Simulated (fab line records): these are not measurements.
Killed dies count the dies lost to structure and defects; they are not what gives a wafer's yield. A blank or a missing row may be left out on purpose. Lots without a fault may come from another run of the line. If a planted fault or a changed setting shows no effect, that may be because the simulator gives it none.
A struck lot beside a sound one	flow n5 finfet	26 out of 1938 route steps
Sound: these wafers, L506.1, L506.4, L506.6. Wafers L513.2, L513.4, L513.6 were the ones struck. The cause comes at the end.
Per side, at each step with rows, come the tool, then ch with its chambers, and then its first start. Under that, the readings that differ: sound wafers	struck wafers	difference of the means	sigmas: that difference in standard deviations of wafers without a fault.
alike: same words and numbers on both sides, and readings whose means sit less than 2 such deviations apart. not compared: any withheld reading, any reading some wafer has no value for, any bound like >300 that may hide the same value, and any number with overlapping values for which the record gives no deviation.
The two part at a step that has a row with sigmas, a row that says differs or no value, or rows on one side only. Numbers that have no deviation but don't overlap get no sigmas and don't part them. A reading that every wafer of one side lacks parts them only if that side has two wafers or more.

first, 10 steps without rows for these wafers: N5_FIN_SAQP_PRECLEAN_42 (cleans in O3/DIW, time 60 s); N5_FIN_SAQP_PRECLEAN_00 (cleans in SC1, time 60 s); N5_FIN_SAQP_PRECLEAN_44 (cleans in SC2, time 45 s); N5_FIN_SAQP_SRD_01 (time 30 s); N5_FIN_SAQP_ALD_61 (deposits SiO2, target thk 4 nm, pulse time 1 s, purge time 2 s); N5_FIN_SAQP_DENSIFY_62 (time 60 s); N5_FIN_SAQP_HM_DEP_03 (deposits SiNx from SiH4/NH3/N2, target thk 38 nm, time 33.6 s); N5_FIN_SAQP_PECVD_47 (deposits a-Si from SiH4/He, target thk 45 nm, time 36.3 s); N5_FIN_SAQP_PECVD_48 (deposits SiNx from SiH4/NH3/N2, target thk 25 nm, time 22.1 s); N5_FIN_SAQP_PECVD_06 (deposits a-Si from SiH4/He, target thk 60 nm, time 48.1 s).
N5_FIN_SAQP_HM_DEP_72: deposits SiO2 from SiH4/N2O, target thk 12 nm, time 7.2 s.
  sound on pecvd-02 ch 0,1, day 3 03:37; struck on pecvd-02 ch 0,1,2, day 4 23:45
reading	sound	struck	difference	sigmas
model.SiO2_of_FIN_SAQP_HM_DEP_72.thk nm (nm)	11.96 12.04 11.9	17.31 17.57 17.58	+5.52	
  alike: chamber pressure Torr, heater power w, showerhead plenum p Torr, showerhead vpp V
then, 12 steps without rows for these wafers: N5_FIN_SAQP_COAT_49 (time 60 s, resist thk 100 nm); N5_FIN_SAQP_COAT_50 (time 60 s, resist thk 35 nm); N5_FIN_SAQP_COAT_10 (resist thk 90 nm); N5_FIN_SAQP_EBR_12; N5_FIN_SAQP_SOFTBAKE_11 (time 60 s); N5_FIN_SAQP_EXPOSE_13 (exposes mask FIN CORE, target cd 35.6 nm); N5_FIN_SAQP_PEB_14 (peb time 60 s); N5_FIN_SAQP_DEVELOP_15 (develop time 30 s); N5_FIN_SAQP_DESCUM_21 (chemistry O2, time 7.9 s); N5_FIN_SAQP_ETCH_51 (etches SiARC in CF4, target depth 45.5 nm, time 75.8 s); N5_FIN_SAQP_ETCH_52 (etches SOC in N2/H2, target depth 100 nm, overetch 20 nm, time 150 s); N5_FIN_SAQP_STRIP_53 (strips in N2/H2).
N5_FIN_SAQP_HM_OPEN_73: chemistry CHF3/O2, target SiO2, stops on a-Si, target depth 12 nm, time 16.8 s.
  sound on rie diel-01 ch 0,3, day 3 04:31; struck on rie diel-02 ch 1,2, day 5 00:44
reading	sound	struck	difference	sigmas
model.etch.depth nm (nm)	11.96 12.04 11.9	17.31 17.57 17.58	+5.52	
  alike: CHF3_flow_sccm, drypump motor current A, oes_f_703_au, oes product au, rf vpp V, showerhead plenum p Torr, throttle valve pct
  not compared: rf hours counter h
then, 1 step without rows for these wafers: N5_FIN_SAQP_STRIP_74 (strips in CHF3/O2).
N5_PASSIVATION_PROBE_49:
  the record has rows for the sound wafers here (prober-01, day 14 18:54) and none for the struck ones

WHERE THEY PART
N5_PASSIVATION_PROBE_49 only, going by this record.

WHY: the cause the simulator had injected
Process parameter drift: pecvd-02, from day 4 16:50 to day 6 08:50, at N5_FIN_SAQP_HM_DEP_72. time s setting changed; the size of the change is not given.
